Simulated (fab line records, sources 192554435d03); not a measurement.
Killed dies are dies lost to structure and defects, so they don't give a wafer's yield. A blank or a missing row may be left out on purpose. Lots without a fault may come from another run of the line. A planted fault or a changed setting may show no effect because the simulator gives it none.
Chamber matching | flow n5_finfet | N5_FIN_SAQP_ALD_61 on ald_sin-01: 3 sister chambers
The step deposits SiO2, target thk 4 nm, pulse time 1 s, purge time 2 s. 6 wafers are shown with their chamber, then 5 later ones without.

WAFERS WITH THEIR CHAMBER
wafer  | chamber | heater_power_w (W) | precursor_pulse_height_rel
L079.1 | 3       | 443                | 0.994
L080.1 | 2       | 565                | 0.976
L080.3 | 1       | 417                | 0.959
L080.6 | 3       | 440                | 1.000
L082.3 | 2       | 550                | 0.986
L082.4 | 1       | 430                | 0.991

WAFERS WITHOUT THEIR CHAMBER
wafer  | heater_power_w (W) | precursor_pulse_height_rel
L082.6 | 430                | 1.008
L089.1 | 541                | 0.985
L089.5 | 412                | 1.029
L097.1 | 414                | 1.015
L097.6 | 421                | 0.968

WHICH CHAMBER EACH WENT THROUGH
wafer  | from the rows above     | in truth
L082.6 | can't be placed: 3 or 1 | 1
L089.1 | 2                       | 2
L089.5 | can't be placed: 1 or 3 | 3
L097.1 | can't be placed: 1 or 3 | 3
L097.6 | 1                       | 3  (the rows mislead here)
Placed correctly: 1 of 5. Can't be placed from these rows: 3 (the true chamber is among the candidates in 3). Placed wrongly: 1.
How it was worked out, from the rows above alone: a wafer's distance from a chamber is the root of the sum, over the readings, of the square of ((its reading less the chamber's mean) divided by the reading's scatter). The wafer belongs to the nearest chamber; if the next one is less than 2 further off, it can't be placed. A chamber's mean is the mean of its shown wafers. The scatter: the root of (the sum of the squares of (reading less its chamber's mean) over the shown wafers, divided by (wafers less chambers)).
